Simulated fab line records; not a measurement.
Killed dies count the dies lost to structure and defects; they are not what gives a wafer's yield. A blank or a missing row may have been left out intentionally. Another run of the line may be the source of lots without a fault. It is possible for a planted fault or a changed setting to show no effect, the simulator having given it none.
Which tool is to blame? | flow n5_finfet | 9 lots with 27 wafers sampled at 4 steps, on a route of 1938 steps

## WHAT THE GAUGES READ, wafer by wafer
N5_MOL_CONTACT_COAG_CD_MEAS_40: the cd target is 25.1 nm.
lot  | measured     | on        | cd_nm (nm)
L403 | day 5 19:53  | cd_sem-03 | 24.82 25.33 25.22
L406 | day 6 11:38  | cd_sem-03 | 25.10 24.86 24.79
L407 | day 6 13:37  | cd_sem-01 | 25.20 25.04 25.31
L408 | day 6 22:02  | cd_sem-03 | 24.89 25.08 25.00
L413 | day 9 21:53  | cd_sem-02 | 24.90 24.86 24.73
L415 | day 9 21:57  | cd_sem-03 | 24.57 24.78 25.09
L416 | day 10 05:20 | cd_sem-03 | 25.02 25.02 25.10
L419 | day 10 18:45 | cd_sem-01 | 24.98 24.81 25.32
L424 | day 12 13:59 | cd_sem-03 | 24.94 25.10 25.05

## WHAT TOOL EACH LOT RAN ON (gives the tool, then ch and the chambers of the sampled wafers, and finally the start)
lot  | N5_MOL_CONTACT_COAG_ALD_131       | N5_MOL_CONTACT_COAG_VIA_ETCH_46    | N5_MOL_CONTACT_COAG_ETCH_47
L403 | ald_sin-03 ch 0,1,3, day 5 18:52  | rie_diel-04 ch 0,2,3, day 5 19:14  | rie_diel-04 ch 0,2,3, day 5 19:20
L406 | ald_sin-01 ch 0,1,3, day 6 10:31  | rie_diel-04 ch 1,2,3, day 6 10:52  | rie_diel-04 ch 1,2,3, day 6 10:58
L407 | ald_sin-04 ch 1,2,3, day 6 12:27  | rie_diel-04 ch 1,2, day 6 12:50    | rie_diel-04 ch 1,2, day 6 12:56
L408 | ald_sin-03 ch 1,2,3, day 6 21:02  | rie_diel-01 ch 0,1, day 6 21:23    | rie_diel-01 ch 0,1, day 6 21:29
L413 | ald_sin-04 ch 0,2,3, day 9 20:54  | rie_diel-04 ch 0,1,3, day 9 21:14  | rie_diel-04 ch 0,1,3, day 9 21:21
L415 | ald_sin-01 ch 0,1,2, day 9 20:56  | rie_diel-06 ch 1,3, day 9 21:16    | rie_diel-06 ch 1,3, day 9 21:22
L416 | ald_sin-04 ch 0,2,3, day 10 03:25 | rie_diel-01 ch 0,1,3, day 10 03:46 | rie_diel-01 ch 0,1,3, day 10 03:52
L419 | ald_sin-04 ch 0,3, day 10 17:38   | rie_diel-06 ch 0,1,2, day 10 17:58 | rie_diel-06 ch 0,1,2, day 10 18:05
L424 | ald_sin-01 ch 0,1,2, day 12 12:47 | rie_diel-04 ch 0,1,2, day 12 13:14 | rie_diel-04 ch 0,1,2, day 12 13:20
- N5_MOL_CONTACT_COAG_ALD_131: deposits SiO2, target thk 5 nm, pulse time 1 s, co reactant pulse time 1 s.
- N5_MOL_CONTACT_COAG_VIA_ETCH_46: etches SiO2 in C4F6/O2, target depth 46 nm, overetch 9.2 nm, time 40 s.
- N5_MOL_CONTACT_COAG_ETCH_47: etches SiNx in CH3F/O2, stops on W, target depth 27 nm.

## THE ANSWER, worked out from the rows above alone
Rule: the usual values come from the lots themselves. Put in order of their means at a reading, lots are off if they are a third of the lots or fewer, leave a main group of 4 or more, and stand apart from it by a gap of 3 or more times the standard deviation of the main group's means; of several such gaps the widest counts. A main group is skipped when, at the precision printed for the reading in the tables above, its means are all equal. Also off: a lot with no number at a reading for which 4 or more lots have one. The other lots that the step has rows for count as sound.
No lot is off at any reading shown: from this, nothing can be told.

## WHAT WAS PUT IN BY THE SIMULATOR
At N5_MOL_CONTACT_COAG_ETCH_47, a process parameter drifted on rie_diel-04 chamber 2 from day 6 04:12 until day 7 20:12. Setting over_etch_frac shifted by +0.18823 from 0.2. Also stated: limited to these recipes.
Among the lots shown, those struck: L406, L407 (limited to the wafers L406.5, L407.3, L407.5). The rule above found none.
